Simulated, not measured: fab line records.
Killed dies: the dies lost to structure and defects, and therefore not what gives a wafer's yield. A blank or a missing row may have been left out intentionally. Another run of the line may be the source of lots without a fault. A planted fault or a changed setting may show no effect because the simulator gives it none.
A struck lot beside a sound one / flow n5Finfet / 32 out of 1938 route steps
Sound: wafers L378.1, L378.4, L378.5. Wafers struck: L370.2, L370.5, L370.6. At the end, the cause is stated.
At each step with rows: each side's tool, then ch and its chambers, then its first start. Under that, the readings that differ: sound wafers / struck wafers / difference of the means / sigmas: that difference in standard deviations of wafers without a fault.
alike: same words and numbers on both sides, and readings whose means sit less than 2 such deviations apart. not compared: any withheld reading, any reading some wafer has no value for, any bound like >300 that may hide the same value, and any number with overlapping values for which the record gives no deviation.
A row with sigmas, a row that says differs or no value, or rows on one side alone: a step with any of these is where the two part. When numbers do not overlap yet have no deviation, they are printed without sigmas and do not part them. A reading that every wafer of one side lacks parts them only if that side has two wafers or more.

first, 11 steps without rows for these wafers: N5_BEOL_M4_SPUTTER_90 (material Cu, target thk 4.5 nm, time 8.29 s); N5_BEOL_M4_ANNEAL_91 (time 240 s); N5_BEOL_M4_SPUTTER_92 (material Cu, target thk 4.5 nm, time 8.29 s); N5_BEOL_M4_ANNEAL_93 (time 240 s); N5_BEOL_M4_SPUTTER_94 (material Cu, target thk 4.5 nm, time 8.29 s); N5_BEOL_M4_ANNEAL_95 (time 240 s); N5_BEOL_M4_SPUTTER_96 (material Cu, target thk 4.5 nm, time 8.29 s); N5_BEOL_M4_ECD_50 (material Cu, target thk 300 nm); N5_BEOL_M4_ANNEAL_51 (time 90 s); N5_BEOL_M4_CMP_52 (polishes, stops on SiOC, t overpolish 6.8 s, target thk 40 nm); N5_BEOL_M4_PRE_CLEAN_60 (time 15 s).
N5_BEOL_M4_CO_CAP_55: material Co, precursor CCTBA/H2, target thk 2 nm, time 102.1 s.
  sound on cvdCo-02 ch 0,1,2, day 14 01:28; struck on cvdCo-01 ch 0,1, day 12 05:45
  alike: heaterPowerW
then, 2 steps without rows for these wafers: N5_BEOL_M4_PRE_CLEAN_56 (time 15 s); N5_BEOL_M4_DEP_57 (deposits SiCN from 3MS/NH3, target thk 8 nm, time 14 s).
N5_BEOL_M4_INSPECT_59: inspects for defects (darkfield).
  sound: defectInspect-01 at day 14 01:41; struck: defectInspect-02 at day 12 05:58
reading=rawDefectCount; sound=56 74 61; struck=418 371 387; difference=+328; sigmas=+16
N5_BEOL_M4_RC_MEAS_101:
  sound on prober-02 ch 0, day 14 01:43; struck on prober-02 ch 0, day 12 06:08
  alike: DIBL_N, DIBL_P, IOFF_N, IOFF_P, ION_N, ION_P, SS_N, SS_P, VT_N, VT_P
then, 13 steps without rows for these wafers: N5_BEOL_M5_ILD_DEP_00 (deposits SiCOH lowk from DEMS/porogen, target thk 140.64 nm, time 25.9 s); N5_BEOL_M5_CURE_79 (cures SiCOH lowk, time 240 s); N5_BEOL_M5_PECVD_70 (deposits SiO2 from TEOS/O2, target thk 16 nm, time 18 s); N5_BEOL_M5_HM_DEP_02 (deposits TiN, target thk 20 nm); N5_BEOL_M5_COAT_59 (time 60 s, resist thk 60 nm); N5_BEOL_M5_COAT_60 (time 60 s, resist thk 12 nm); N5_BEOL_M5_COAT_71 (time 60 s, resist thk 5 nm); N5_BEOL_M5_COAT_05 (resist thk 30 nm); N5_BEOL_M5_EBR_07; N5_BEOL_M5_SOFTBAKE_06 (time 60 s); N5_BEOL_M5_EXPOSE_08 (exposes mask M5, target cd 28 nm); N5_BEOL_M5_PEB_09 (peb time 60 s); N5_BEOL_M5_DEVELOP_10 (develop time 30 s).
N5_BEOL_M5_INSPECT_13: inspects for defects (brightfield).
  sound: defectInspect-01 at day 14 04:38; struck: defectInspect-01 at day 12 08:39
reading=rawDefectCount; sound=215 320 282; struck=655 707 685; difference=+410; sigmas=+5
then, 1 step without rows for these wafers: N5_BEOL_M5_DESCUM_16 (chemistry O2, time 7 s).
-- here the record skips 4 days between the struck wafers' starts before and after, leaving off in module BEOL_M5 and picking up in module PASSIVATION (first step shown: number 1936 of the route) --
N5_PASSIVATION_PROBE_49:
  sound: prober-01 at day 18 15:39; struck: prober-02 at day 16 16:08
reading=defectLimitedYield (%); sound=94.7 92.5; struck=81.1 83.6 87.5; difference=-9.5; sigmas=-7
reading=killed_at_M4_up; sound=6 13; struck=129 118 81; difference=+100; sigmas=+17
reading=killedAtContacts; sound=6 10; struck=21 24 22; difference=+14; sigmas=+2
reading=killedDies; sound=62 89; struck=223 193 147; difference=+112; sigmas=+7
reading=killedOnRim; sound=9 15; struck=18 13 29; difference=+8; sigmas=+2
reading=sort_bin_5_function (%); sound=3.1 5.3; struck=12.8 11.0 7.9; difference=+6.4; sigmas=+7
reading=sort_bin_6_memory (%); sound=1.9 2.0; struck=4.1 4.1 3.1; difference=+1.8; sigmas=+3
reading=sortNPass; sound=1118 1091; struck=957 987 1033; difference=-112; sigmas=-7
reading=sortYieldPct (%); sound=94.7 92.5; struck=81.1 83.6 87.5; difference=-9.5; sigmas=-7
  alike: killed_at_M0_to_M3, killedAtFrontEnd, killedAtOther, killedOpen, killedShort

== WHERE THEY PART ==
Last at N5_PASSIVATION_PROBE_49 as far as this record goes, first at N5_BEOL_M4_INSPECT_59.

WHY: the cause the simulator had injected
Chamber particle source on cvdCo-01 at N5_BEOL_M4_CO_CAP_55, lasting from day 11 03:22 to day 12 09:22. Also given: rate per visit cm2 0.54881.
